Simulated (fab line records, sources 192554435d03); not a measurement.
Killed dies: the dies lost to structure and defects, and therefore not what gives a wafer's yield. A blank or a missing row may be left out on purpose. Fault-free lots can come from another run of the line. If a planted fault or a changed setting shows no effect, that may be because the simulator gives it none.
Split-lot study | flow n5Finfet | on a route of 1938 steps: 7 lots, 21 wafers read

THE SPLIT
At N5_HKMG_FIN_COAT_29 (time 60 s, resist thk 300 nm), the setting spinRpm was moved away from the recipe's 1500 rpm on 7 of the 21 wafers read, by -8.7% to +6.0%. For the rest of the wafers, this setting stayed at what the recipe calls for.

The reading comes from the split's own step.

THE READING
SOC_of_HKMG_FIN_COAT_29.thkNm (the simulator's own value, which no gauge read), in nm, at N5_HKMG_FIN_COAT_29 (time 60 s, resist thk 300 nm). No usual value for it is given in the file. The 14 wafers here that ran the recipe average 300.3 nm, standard deviation 0.85 nm.

wafer  | tool, chamber at the split | spinRpm as run, rpm | against the recipe | SOC_of_HKMG_FIN_COAT_29.thkNm, nm | against lot-mates on the recipe
L078.2 | lithoTrack-02, 0           | 1500                | recipe             | 300                               | -
L078.4 | lithoTrack-02, 0           | 1500                | recipe             | 299.4                             | -
L078.6 | lithoTrack-02, 0           | 1500                | recipe             | 301                               | -
L081.2 | lithoTrack-03, 0           | 1500                | recipe             | 299.8                             | -
L081.3 | lithoTrack-03, 0           | 1500                | recipe             | 299.4                             | -
L081.4 | lithoTrack-03, 0           | 1590                | +6.0%              | 290.8                             | -8.8
L083.2 | lithoTrack-04, 0           | 1500                | recipe             | 299                               | -
L083.4 | lithoTrack-04, 0           | 1370                | -8.7%              | 312.8                             | +13.8
L083.5 | lithoTrack-04, 0           | 1370                | -8.7%              | 313.6                             | +14.6
L085.1 | lithoTrack-03, 0           | 1500                | recipe             | 300                               | -
L085.2 | lithoTrack-03, 0           | 1500                | recipe             | 300.8                             | -
L085.3 | lithoTrack-03, 0           | 1500                | recipe             | 301                               | -
L089.1 | lithoTrack-02, 0           | 1500                | recipe             | 299.6                             | -
L089.3 | lithoTrack-02, 0           | 1429                | -4.7%              | 305.6                             | +6.1
L089.5 | lithoTrack-02, 0           | 1500                | recipe             | 299.4                             | -
L092.1 | lithoTrack-04, 0           | 1500                | recipe             | 301.6                             | -
L092.6 | lithoTrack-04, 0           | 1500                | recipe             | 301.6                             | -
L092.3 | lithoTrack-04, 0           | 1500                | recipe             | 301                               | -
L095.3 | lithoTrack-02, 0           | 1446                | -3.6%              | 305.2                             | no lot-mate on the recipe
L095.5 | lithoTrack-02, 0           | 1446                | -3.6%              | 304.8                             | no lot-mate on the recipe
L095.6 | lithoTrack-02, 0           | 1446                | -3.6%              | 304.8                             | no lot-mate on the recipe

THE FIT
A straight line over all 21 wafers: SOC_of_HKMG_FIN_COAT_29.thkNm changes by -1.46 nm for each +1% of spinRpm; r = -0.98; the points scatter about the line by 0.86 nm.
The same after taking each lot's own level away (the mean of its wafers on the recipe; 18 wafers): -1.57 nm for each +1%; r = -0.99; scatter 0.58 nm.
Per that fit: largest spinRpm move, reading shift of 14 nm.
The span of the lots' own levels, 299.00 to 301.40 nm, comes to 2.8 times the standard deviation stated above.
Consequently the slope shifts little with the lot-to-lot level, the two slopes agreeing.
Check: with one of the wafers moved furthest among these (-8.7%) left out of the fit, the line predicts +13.5 nm for it against its lot-mates. It came out at +13.8 nm against them.

THESE WAFERS: OTHER SPLITS
Other splits were also applied to these wafers ahead of the reading. Each is held against what the fit with the lots' levels taken away leaves over:
other split on the same wafers | wafers away from the commonest value | r with SOC_of_HKMG_FIN_COAT_29.thkNm (lot level and that fit taken away)
N5_SD_EPI_N_DESCUM_14 timeS    | 8                                    | +0.44

THE FILE'S OWN FIT
SOC_of_HKMG_FIN_COAT_29.thkNm changes by -1.53 nm for each +1% of spinRpm, r = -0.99.
